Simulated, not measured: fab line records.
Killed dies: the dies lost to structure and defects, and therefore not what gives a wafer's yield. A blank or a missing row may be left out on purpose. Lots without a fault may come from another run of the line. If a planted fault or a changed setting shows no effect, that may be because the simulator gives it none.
Matching of chambers :: flow n5Finfet :: N5_BEOL_M3_CO_CAP_55 on cvdCo-01 has 3 sister chambers
The step material Co, precursor CCTBA/H2, target thk 2 nm, time 102.1 s. 33 wafers are shown with their chamber, then 12 later ones without.

== WAFERS PAIRED WITH THEIR CHAMBERS ==
wafer: L075.3
chamber: 1
heaterPowerW (W): 225

wafer: L075.4
chamber: 0
heaterPowerW (W): 256

wafer: L075.6
chamber: 2
heaterPowerW (W): 248

wafer: L074.2
chamber: 1
heaterPowerW (W): 227

wafer: L074.5
chamber: 1
heaterPowerW (W): 231

wafer: L074.6
chamber: 0
heaterPowerW (W): 257

wafer: L079.3
chamber: 1
heaterPowerW (W): 225

wafer: L079.5
chamber: 2
heaterPowerW (W): 253

wafer: L079.6
chamber: 1
heaterPowerW (W): 223

wafer: L078.1
chamber: 0
heaterPowerW (W): 256

wafer: L078.5
chamber: 0
heaterPowerW (W): 257

wafer: L078.6
chamber: 1
heaterPowerW (W): 228

wafer: L080.3
chamber: 0
heaterPowerW (W): 248

wafer: L080.4
chamber: 2
heaterPowerW (W): 253

wafer: L080.6
chamber: 1
heaterPowerW (W): 227

wafer: L082.2
chamber: 2
heaterPowerW (W): 256

wafer: L082.3
chamber: 1
heaterPowerW (W): 229

wafer: L082.6
chamber: 1
heaterPowerW (W): 227

wafer: L081.3
chamber: 0
heaterPowerW (W): 261

wafer: L081.4
chamber: 1
heaterPowerW (W): 226

wafer: L081.5
chamber: 0
heaterPowerW (W): 261

wafer: L085.1
chamber: 2
heaterPowerW (W): 258

wafer: L085.3
chamber: 0
heaterPowerW (W): 249

wafer: L085.4
chamber: 0
heaterPowerW (W): 256

wafer: L087.1
chamber: 0
heaterPowerW (W): 259

wafer: L087.4
chamber: 1
heaterPowerW (W): 222

wafer: L087.5
chamber: 0
heaterPowerW (W): 252

wafer: L088.2
chamber: 1
heaterPowerW (W): 225

wafer: L088.5
chamber: 1
heaterPowerW (W): 224

wafer: L088.6
chamber: 0
heaterPowerW (W): 250

wafer: L089.1
chamber: 0
heaterPowerW (W): 247

wafer: L089.4
chamber: 0
heaterPowerW (W): 254

wafer: L089.6
chamber: 1
heaterPowerW (W): 231

SIGNATURES (averages over the wafers above)
reading: heaterPowerW
chamber 0: 254.50
chamber 1: 226.43
chamber 2: 253.60
scatter within a chamber: 3.8
Rule: for a wafer and a chamber, the distance is found by dividing, reading by reading, the gap between the wafer's reading and the chamber's mean by the reading's scatter, squaring, summing and taking the root. The wafer belongs to the nearest chamber; if the next one is less than 2 further off, it can't be placed. The scatter: the root of (the sum of the squares of (reading less its chamber's mean) over the shown wafers, divided by (wafers less chambers)).

== WAFERS WHOSE CHAMBER IS MISSING ==
wafer: L093.1
heaterPowerW (W): 250

wafer: L093.2
heaterPowerW (W): 230

wafer: L093.6
heaterPowerW (W): 252

wafer: L094.1
heaterPowerW (W): 250

wafer: L094.4
heaterPowerW (W): 254

wafer: L094.5
heaterPowerW (W): 250

wafer: L096.3
heaterPowerW (W): 254

wafer: L096.4
heaterPowerW (W): 245

wafer: L096.6
heaterPowerW (W): 259

wafer: L097.2
heaterPowerW (W): 226

wafer: L097.3
heaterPowerW (W): 249

wafer: L097.5
heaterPowerW (W): 249

== EACH ONE'S CHAMBER ==
wafer: L093.1
from the rows above: can't be placed: 2 or 0
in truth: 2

wafer: L093.2
from the rows above: 1
in truth: 1

wafer: L093.6
from the rows above: can't be placed: 2 or 0
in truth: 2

wafer: L094.1
from the rows above: can't be placed: 2 or 0
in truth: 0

wafer: L094.4
from the rows above: can't be placed: 2 or 0
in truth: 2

wafer: L094.5
from the rows above: can't be placed: 2 or 0
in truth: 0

wafer: L096.3
from the rows above: can't be placed: 2 or 0
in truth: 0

wafer: L096.4
from the rows above: can't be placed: 2 or 0
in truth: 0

wafer: L096.6
from the rows above: can't be placed: 0 or 2
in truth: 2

wafer: L097.2
from the rows above: 1
in truth: 1

wafer: L097.3
from the rows above: can't be placed: 2 or 0
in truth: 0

wafer: L097.5
from the rows above: can't be placed: 2 or 0
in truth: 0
2 of 12 placed correctly. Cannot be placed on the basis of these rows: 10; the candidates contain the true chamber in 10. Wrongly placed: 0.
